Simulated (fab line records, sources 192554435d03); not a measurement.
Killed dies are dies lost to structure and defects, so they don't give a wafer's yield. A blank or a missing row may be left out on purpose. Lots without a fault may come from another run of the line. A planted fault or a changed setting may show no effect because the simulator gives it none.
A struck lot beside a sound one | flow n5_finfet | 21 steps out of a route of 1938
Sound: wafers L338.1, L338.6. Struck: wafers L327.1, L327.5, L327.6. The cause comes at the end.
At each step with rows: each side's tool, then ch and its chambers, then its first start. Under that, the readings that differ: sound wafers | struck wafers | difference of the means | sigmas: that difference in standard deviations of wafers without a fault.
alike: readings whose means differ by less than 2 such deviations, and words and numbers that are the same on both sides. not compared: withheld readings, readings that some wafer has no value for, bounds like >300 that may hide the same value, and numbers for which the record gives no deviation and whose values overlap.
The two part at a step that has a row with sigmas, a row that says differs or no value, or rows on one side only. Numbers that don't overlap but have no deviation are shown without sigmas and don't part them. A reading that every wafer of one side lacks parts them only if that side has two wafers or more.

first, 8 steps without rows for these wafers: N5_BEOL_M12_DESCUM_15 (chemistry O2, time 7.9 s); N5_BEOL_M12_ETCH_59 (etches BARC in N2/H2, target depth 89 nm, overetch 26.7 nm, time 67.9 s); N5_BEOL_M12_VIA_ETCH_16 (etches SiOC in C4F8/O2/Ar, target depth 724.8 nm); N5_BEOL_M12_STRIP_63 (strips in N2/H2); N5_BEOL_M12_STRIP_64 (strips in N2/H2); N5_BEOL_M12_STRIP_71 (strips in post etch residue remover, time 60 s); N5_BEOL_M12_SRD_72 (time 30 s, dry time 30 s); N5_BEOL_M12_COAT_65 (time 60 s, resist thk 300 nm).
N5_BEOL_M12_COAT_66: time 60 s, resist thk 110 nm.
  sound on litho_track-05 ch 0, day 16 21:02; struck on litho_track-02 ch 0, day 13 14:29
  reading                                     | sound         | struck               | difference | sigmas
  spin_speed_rpm (rpm)                        | 1500.4 1499.3 | 1170.4 1170.8 1169.5 | -329.6     | -99 or more
  model.SiARC_of_BEOL_M12_COAT_66.thk_nm (nm) | 109.6 109.8   | 125 124.8 125        | +15        |
then, 8 steps without rows for these wafers: N5_BEOL_M12_COAT_22 (resist thk 300 nm); N5_BEOL_M12_EBR_24; N5_BEOL_M12_SOFTBAKE_23 (time 60 s); N5_BEOL_M12_EXPOSE_25 (exposes mask M12); N5_BEOL_M12_PEB_26 (peb time 90 s); N5_BEOL_M12_DEVELOP_27 (develop time 45 s); N5_BEOL_M12_HARDBAKE_32 (time 120 s); N5_BEOL_M12_DESCUM_33 (chemistry O2, time 7.9 s).
N5_BEOL_M12_ETCH_67: etches SiARC in CF4, target depth 143 nm, time 238.3 s.
  sound on rie_diel-02 ch 3, day 16 21:26; struck on rie_diel-01 ch 0,2,3, day 13 15:14
  reading                                    | sound       | struck            | difference | sigmas
  etch_rf_on_time_s (s)                      | 244 250     | 260 267 264       | +17        | +3
  throttle_valve_pct (%)                     | 16.07 16.07 | 15.33 15.39 15.85 | -0.55      | -2
  model.etch.depth_nm (nm)                   | 109.7 109.8 | 125 124.8 125     | +15        |
  model.coat_of_BEOL_M12_COAT_22.thk_nm (nm) | 212.8 213.8 | 201.2 201.4 201.2 | -12.0      |
  alike: cf4_flow_sccm, chamber_pressure_mTorr, drypump_motor_current_A, oes_product_au, rf_vpp_V, showerhead_plenum_p_Torr
  not compared: rf_hours_counter_h
N5_BEOL_M12_ETCH_68: etches SOC in N2/H2, time 285 s.
  sound on rie_diel-02 ch 3, day 16 21:35; struck on rie_diel-01 ch 0,2,3, day 13 15:23
  reading                                     | sound       | struck            | difference | sigmas
  throttle_valve_pct (%)                      | 18.30 18.28 | 17.51 17.61 18.05 | -0.57      | -2
  model.SiARC_of_BEOL_M12_COAT_66.thk_nm (nm) | 86 86.2     | 100.4 100.8 100.4 | +14.4      |
  alike: chamber_pressure_mTorr, drypump_motor_current_A, oes_product_au, rf_vpp_V, showerhead_plenum_p_Torr
  not compared: rf_hours_counter_h
then, 1 step without rows for these wafers: N5_BEOL_M12_STRIP_69 (strips in N2/H2).
N5_PASSIVATION_PROBE_49:
  the record has rows for the struck wafers here (prober-01, day 15 06:06) and none for the sound ones

WHERE THEY PART
First at N5_BEOL_M12_COAT_66; last, within this record, at N5_PASSIVATION_PROBE_49.

WHY: what the simulator had put in
Process parameter drift: litho_track-02, from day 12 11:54 on, at N5_BEOL_M12_COAT_66. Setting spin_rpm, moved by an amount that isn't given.
